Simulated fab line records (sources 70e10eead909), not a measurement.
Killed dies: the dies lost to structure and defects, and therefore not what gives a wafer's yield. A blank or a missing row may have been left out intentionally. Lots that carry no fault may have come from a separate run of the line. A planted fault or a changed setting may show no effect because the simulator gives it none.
Chamber matching | flow nandHarc | rieDiel-13 running NHARC_A_CONTACT_DESCUM_74: 4 sister chambers
The step chemistry O2, time 3 s. 39 wafers are shown with their chamber, then 12 later ones without.

== WAFERS PAIRED WITH THEIR CHAMBERS ==
wafer  | chamber | drypumpMotorCurrentA (A) | showerheadPlenumPTorr (Torr) | oesProductAu (a.u.)
L074.3 | 0       | 5.2                      | 1.81                         | 0.990
L074.4 | 1       | 5.2                      | 1.90                         | 0.988
L074.5 | 0       | 5.2                      | 1.81                         | 0.987
L076.1 | 1       | 5.1                      | 1.90                         | 1.001
L076.4 | 3       | 5.4                      | 1.88                         | 1.017
L076.5 | 1       | 5.2                      | 1.90                         | 0.999
L077.1 | 1       | 5.2                      | 1.90                         | 1.002
L077.2 | 3       | 5.4                      | 1.88                         | 1.001
L077.5 | 3       | 5.4                      | 1.88                         | 0.995
L078.1 | 1       | 5.2                      | 1.90                         | 0.997
L078.2 | 3       | 5.4                      | 1.88                         | 0.995
L078.5 | 1       | 5.2                      | 1.90                         | 0.993
L080.4 | 2       | 6.1                      | 1.80                         | 1.007
L080.5 | 2       | 6.2                      | 1.80                         | 1.023
L080.6 | 1       | 5.2                      | 1.90                         | 1.014
L079.1 | 3       | 5.4                      | 1.88                         | 1.000
L079.3 | 1       | 5.2                      | 1.90                         | 1.005
L079.5 | 2       | 6.2                      | 1.80                         | 1.020
L081.2 | 0       | 5.2                      | 1.81                         | 0.992
L081.4 | 2       | 6.2                      | 1.79                         | 1.029
L081.5 | 2       | 6.2                      | 1.80                         | 1.020
L085.4 | 3       | 5.3                      | 1.87                         | 1.012
L085.5 | 3       | 5.3                      | 1.87                         | 1.009
L085.6 | 0       | 5.2                      | 1.80                         | 0.985
L087.1 | 3       | 5.4                      | 1.87                         | 0.995
L087.2 | 0       | 5.2                      | 1.80                         | 0.994
L087.6 | 1       | 5.2                      | 1.90                         | 1.004
L086.1 | 3       | 5.4                      | 1.87                         | 1.003
L086.2 | 2       | 6.2                      | 1.79                         | 1.028
L086.5 | 3       | 5.4                      | 1.87                         | 1.000
L089.2 | 1       | 5.2                      | 1.89                         | 1.002
L089.4 | 3       | 5.4                      | 1.87                         | 1.002
L089.6 | 1       | 5.2                      | 1.89                         | 1.006
L090.1 | 0       | 5.2                      | 1.80                         | 0.997
L090.2 | 1       | 5.2                      | 1.89                         | 1.007
L090.3 | 2       | 6.2                      | 1.79                         | 1.013
L091.3 | 1       | 5.2                      | 1.89                         | 1.005
L091.5 | 3       | 5.4                      | 1.87                         | 0.994
L091.6 | 2       | 6.2                      | 1.79                         | 1.022

SIGNATURES (averages over the wafers above)
reading               | chamber 0 | chamber 1 | chamber 2 | chamber 3 | scatter within a chamber
drypumpMotorCurrentA  | 5.200     | 5.192     | 6.188     | 5.383     | 0.0315
showerheadPlenumPTorr | 1.8050    | 1.8969    | 1.7950    | 1.8742    | 0.00512
oesProductAu          | 0.99083   | 1.00177   | 1.02025   | 1.00192   | 0.00673
Rule: for each reading, subtract the chamber's mean from the wafer's reading, divide by that reading's scatter and square the result; add these up over the readings and take the root, which gives the wafer's distance from the chamber. The wafer belongs to the nearest chamber; if the next one is less than 2 further off, it can't be placed. The scatter is the square root of a quotient: the sum, over the shown wafers, of each reading's squared deviation from its chamber's mean, divided by wafers minus chambers.

== WAFERS WHOSE CHAMBER IS MISSING ==
wafer  | drypumpMotorCurrentA (A) | showerheadPlenumPTorr (Torr) | oesProductAu (a.u.)
L093.4 | 5.3                      | 1.87                         | 0.991
L093.5 | 5.2                      | 1.89                         | 1.002
L093.6 | 6.2                      | 1.79                         | 1.016
L095.1 | 5.2                      | 1.80                         | 1.001
L095.2 | 5.4                      | 1.87                         | 1.009
L095.6 | 5.2                      | 1.89                         | 1.013
L096.1 | 5.4                      | 1.87                         | 1.008
L096.2 | 5.2                      | 1.89                         | 1.012
L096.5 | 5.2                      | 1.80                         | 0.993
L097.1 | 5.2                      | 1.80                         | 1.002
L097.3 | 5.4                      | 1.87                         | 1.018
L097.4 | 5.2                      | 1.89                         | 0.995

== EACH ONE'S CHAMBER ==
wafer  | from the rows above | in truth
L093.4 | 3                   | 3
L093.5 | 1                   | 1
L093.6 | 2                   | 2
L095.1 | 0                   | 0
L095.2 | 3                   | 3
L095.6 | 1                   | 1
L096.1 | 3                   | 3
L096.2 | 1                   | 1
L096.5 | 0                   | 0
L097.1 | 0                   | 0
L097.3 | 3                   | 3
L097.4 | 1                   | 1
12 of 12 placed correctly. Not placeable from these rows: 0. Number placed wrongly: 0.
